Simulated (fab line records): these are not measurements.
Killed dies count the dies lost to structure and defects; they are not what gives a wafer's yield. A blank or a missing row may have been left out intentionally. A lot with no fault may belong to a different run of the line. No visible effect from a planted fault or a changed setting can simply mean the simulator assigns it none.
Struck lot and sound lot, side by side / flow nandHarc / 15 steps out of a route of 1302
Sound: wafers L723.1, L723.2, L723.5. Struck: wafer L718.6. (L718.2, L718.3 of the same lot were not struck and are left out.) The cause comes at the end.
Order at every step that has rows: each side's tool, ch and its chambers, its first start. Under that, the readings that differ: sound wafers / struck wafers / difference of the means / sigmas: that difference in standard deviations of wafers without a fault.
alike: words and numbers the same on both sides, and readings whose means are apart by under 2 such deviations; not compared: readings that were withheld, readings missing a value for some wafer, numbers with overlapping values and no deviation given by the record, and bounds like >300 which may hide the same value.
The two part at a step that has a row with sigmas, a row that says differs or no value, or rows on one side only. When numbers do not overlap yet have no deviation, they are printed without sigmas and do not part them. A reading that every wafer of one side lacks parts them only if that side has two wafers or more.

first, 9 steps without rows for these wafers: NHARC_P_ZERO_WELL_DEHYDRATE_03 (time 120 s); NHARC_P_ZERO_WELL_HMDS_04 (time 30 s); NHARC_P_ZERO_WELL_COAT_64 (time 65 s); NHARC_P_ZERO_WELL_COAT_05 (resist thk 600 nm); NHARC_P_ZERO_WELL_SOFTBAKE_06 (time 70 s); NHARC_P_ZERO_WELL_EBR_07; NHARC_P_ZERO_WELL_EXPOSE_08 (exposes mask P ZERO, target cd 500 nm); NHARC_P_ZERO_WELL_PEB_09 (peb time 80 s); NHARC_P_ZERO_WELL_DEVELOP_10 (time 50 s).
NHARC_P_ZERO_WELL_CD_MEAS_11: the cd target is 500 nm.
  sound on cdSem-03 ch 0, day 9 19:14; struck on cdSem-02 ch 0, day 7 17:16
  alike: cdNm
then, 1 step without rows for these wafers: NHARC_P_ZERO_WELL_HARDBAKE_12 (time 65 s).
NHARC_P_ZERO_WELL_DESCUM_13: chemistry O2, time 3 s.
  sound on rieDiel-02 ch 1,2,3, day 9 19:25; struck on rieDiel-13 ch 2, day 7 17:30
reading=oesProductAu (a.u.); sound=1.002 1.015 1.017; struck=0.983; difference=-0.028; sigmas=-3
  alike: drypumpMotorCurrentA, rfVppV, showerheadPlenumPTorr, throttleValvePct
  not compared: rfHoursCounterH
NHARC_P_ZERO_WELL_ETCH_65: etches the open film in N2/H2, target depth 80 nm, overetch 24 nm, time 87.88 s.
  sound on rieDiel-02 ch 0,3, day 9 19:29; struck on rieDiel-13 ch 3, day 7 17:54
reading=runLengthS (s); sound=110.0 109.4 109.6; struck=94.9; difference=-14.8; sigmas=-31
  alike: drypumpMotorCurrentA, oesProductAu, rfVppV, showerheadPlenumPTorr, throttleValvePct
  not compared: rfFwdPowerW, rfHoursCounterH
NHARC_P_ZERO_WELL_ETCH_62: etches the open film in CHF3/Ar, target depth 13 nm, time 6.5 s.
  sound on rieDiel-02 ch 0,2; struck on rieDiel-13 ch 0
reading=oesProductAu (a.u.); sound=0.958 0.985 0.966; struck=0.927; difference=-0.043; sigmas=-3
reading=rfVppV (V); sound=365.6 367.4 366.8; struck=372.9; difference=+6.3; sigmas=+3
reading=showerheadPlenumPTorr (Torr); sound=2.18 2.24 2.18; struck=2.45; difference=+0.25; sigmas=+2
  alike: drypumpMotorCurrentA, rfFwdPowerW, runLengthS, throttleValvePct
  not compared: rfHoursCounterH
-- break in the record here, with 23 days between the starts of the struck wafers on either side (left off in module P_ZERO_WELL, picked up again in module END, where the first step shown is number 1302 on the route) --
NHARC_END_SORT_01:
  sound on prober-02 ch 0, day 32 03:50; struck on prober-02 ch 0, day 30 18:53
reading=killedAtArray; sound=85 97 93; struck=30; difference=-62; sigmas=-3
reading=killedDies; sound=88 100 97; struck=33; difference=-62; sigmas=-3
  alike: killedAtOther, killedAtPeriphery, killedOpen, killedShort

== WHERE THEY PART ==
Last at NHARC_END_SORT_01 as far as this record goes, first at NHARC_P_ZERO_WELL_DESCUM_13.

WHY: what the simulator had put in
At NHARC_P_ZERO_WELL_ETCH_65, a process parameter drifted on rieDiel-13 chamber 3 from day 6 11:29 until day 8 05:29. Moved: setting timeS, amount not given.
